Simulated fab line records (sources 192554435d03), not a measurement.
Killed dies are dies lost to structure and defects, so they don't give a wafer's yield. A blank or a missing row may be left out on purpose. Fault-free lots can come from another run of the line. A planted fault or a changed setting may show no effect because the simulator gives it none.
Matching of chambers | flow n5Finfet | pecvd-03 running N5_FIN_SAQP_PECVD_48: 3 sister chambers
The step deposits SiNx from SiH4/NH3/N2, target thk 25 nm, time 22.1 s. 20 wafers are shown with their chamber, then 10 later ones without.

## WAFERS, EACH WITH ITS CHAMBER
wafer  | chamber | showerheadPlenumPTorr (Torr) | throttleValvePct (%) | heaterPowerW (W)
L077.1 | 0       | 5.13                         | 37.7                 | 868
L077.2 | 2       | 5.12                         | 38.7                 | 697
L077.5 | 1       | 5.31                         | 38.8                 | 789
L079.2 | 0       | 5.11                         | 37.8                 | 754
L079.3 | 2       | 5.10                         | 38.4                 | 642
L079.4 | 2       | 5.12                         | 38.3                 | 665
L080.1 | 2       | 5.12                         | 38.1                 | 693
L080.3 | 0       | 5.12                         | 37.8                 | 858
L080.4 | 1       | 5.33                         | 38.9                 | 805
L081.1 | 0       | 5.12                         | 38.0                 | 887
L081.2 | 1       | 5.33                         | 38.9                 | 746
L081.3 | 2       | 5.11                         | 38.4                 | 615
L081.4 | 0       | 5.14                         | 37.8                 | 894
L081.5 | 1       | 5.32                         | 38.6                 | 746
L081.6 | 2       | 5.13                         | 38.6                 | 602
L084.1 | 1       | 5.33                         | 39.0                 | 830
L084.3 | 2       | 5.13                         | 38.4                 | 601
L084.6 | 2       | 5.12                         | 38.5                 | 615
L087.1 | 0       | 5.13                         | 37.9                 | 731
L087.2 | 2       | 5.11                         | 38.4                 | 688

SIGNATURES (averages over the wafers above)
reading               | chamber 0 | chamber 1 | chamber 2 | scatter within a chamber
showerheadPlenumPTorr | 5.1250    | 5.3240    | 5.1178    | 0.00978
throttleValvePct      | 37.833    | 38.840    | 38.422    | 0.15
heaterPowerW          | 832.00    | 783.20    | 646.44    | 50.5
Rule: for a wafer and a chamber, the distance is found by dividing, reading by reading, the gap between the wafer's reading and the chamber's mean by the reading's scatter, squaring, summing and taking the root. The wafer belongs to the nearest chamber; if the next one is less than 2 further off, it can't be placed. The scatter is the square root of a quotient: the sum, over the shown wafers, of each reading's squared deviation from its chamber's mean, divided by wafers minus chambers.

## WAFERS WITHOUT THEIR CHAMBER
wafer  | showerheadPlenumPTorr (Torr) | throttleValvePct (%) | heaterPowerW (W)
L087.3 | 5.33                         | 39.3                 | 794
L087.4 | 5.13                         | 38.5                 | 665
L087.5 | 5.14                         | 37.8                 | 749
L087.6 | 5.33                         | 39.1                 | 803
L089.1 | 5.12                         | 38.2                 | 598
L089.3 | 5.32                         | 39.5                 | 850
L089.5 | 5.32                         | 39.5                 | 830
L094.2 | 5.12                         | 38.1                 | 707
L094.4 | 5.12                         | 38.0                 | 788
L094.6 | 5.34                         | 39.7                 | 780

## WHICH CHAMBER EACH ONE RAN IN
wafer  | from the rows above     | in truth
L087.3 | 1                       | 1
L087.4 | 2                       | 2
L087.5 | 0                       | 0
L087.6 | 1                       | 1
L089.1 | 2                       | 2
L089.3 | 1                       | 1
L089.5 | 1                       | 1
L094.2 | can't be placed: 2 or 0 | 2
L094.4 | 0                       | 0
L094.6 | 1                       | 1
Placed correctly: 9 of 10. Cannot be placed on the basis of these rows: 1; the candidates contain the true chamber in 1. 0 placed wrongly.
